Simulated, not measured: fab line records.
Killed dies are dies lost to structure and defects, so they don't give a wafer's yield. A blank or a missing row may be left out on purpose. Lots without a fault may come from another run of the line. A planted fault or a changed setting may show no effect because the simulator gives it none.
Chamber matching | flow nand_harc | cmp-01 running NHARC_P_BONDPAD_CMP_32: 4 sister chambers
The step polishes SiCN, target thk 200 nm. 14 wafers are shown with their chamber, then 7 later ones without.

## WAFERS PAIRED WITH THEIR CHAMBERS
wafer  | chamber | motor_current_A (A) | slurry_filter_dp_kPa (kPa)
L077.2 | 1       | 11.5                | 13.64
L077.4 | 3       | 10.7                | 13.51
L077.6 | 0       | 12.5                | 13.65
L080.1 | 0       | 12.8                | 13.43
L080.2 | 2       | 11.3                | 13.40
L080.3 | 3       | 11.0                | 13.57
L082.1 | 2       | 12.1                | 13.44
L082.3 | 0       | 12.5                | 13.44
L082.4 | 3       | 10.7                | 13.53
L084.1 | 1       | 11.4                | 13.42
L084.3 | 3       | 10.4                | 13.62
L084.4 | 0       | 12.4                | 13.32
L085.2 | 2       | 11.2                | 13.45
L085.3 | 1       | 11.3                | 13.58

SIGNATURES, as means of the wafers listed above
reading              | chamber 0 | chamber 1 | chamber 2 | chamber 3 | scatter within a chamber
motor_current_A      | 12.550    | 11.400    | 11.533    | 10.700    | 0.279
slurry_filter_dp_kPa | 13.4600   | 13.5467   | 13.4300   | 13.5575   | 0.0956
Rule: a wafer's distance from a chamber is the root of the sum, over the readings, of the square of ((its reading less the chamber's mean) divided by the reading's scatter). If the next closest chamber is less than 2 further off than the closest, the wafer can't be placed; otherwise it belongs to the closest. How the scatter is found: for the shown wafers, subtract from each reading the mean of its chamber, square and add these, divide the total by (wafers less chambers), then take the root.

## WAFERS WITHOUT THEIR CHAMBER
wafer  | motor_current_A (A) | slurry_filter_dp_kPa (kPa)
L085.6 | 11.5                | 13.41
L094.1 | 10.9                | 13.52
L094.4 | 11.8                | 13.34
L094.6 | 12.1                | 13.40
L097.1 | 12.4                | 13.41
L097.4 | 12.0                | 13.49
L097.6 | 11.4                | 13.67

## WHICH CHAMBER EACH WENT THROUGH
wafer  | from the rows above          | in truth
L085.6 | can't be placed: 2 or 1      | 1
L094.1 | can't be placed: 3 or 1 or 2 | 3
L094.4 | can't be placed: 2 or 1 or 0 | 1
L094.6 | can't be placed: 0 or 2 or 1 | 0
L097.1 | 0                            | 0
L097.4 | can't be placed: 2 or 0 or 1 | 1
L097.6 | can't be placed: 1 or 2 or 3 | 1
Correct placement for 1 of the 7. Unplaceable from these rows: 6, with the true chamber sitting among the candidates in 6. Number placed wrongly: 0.
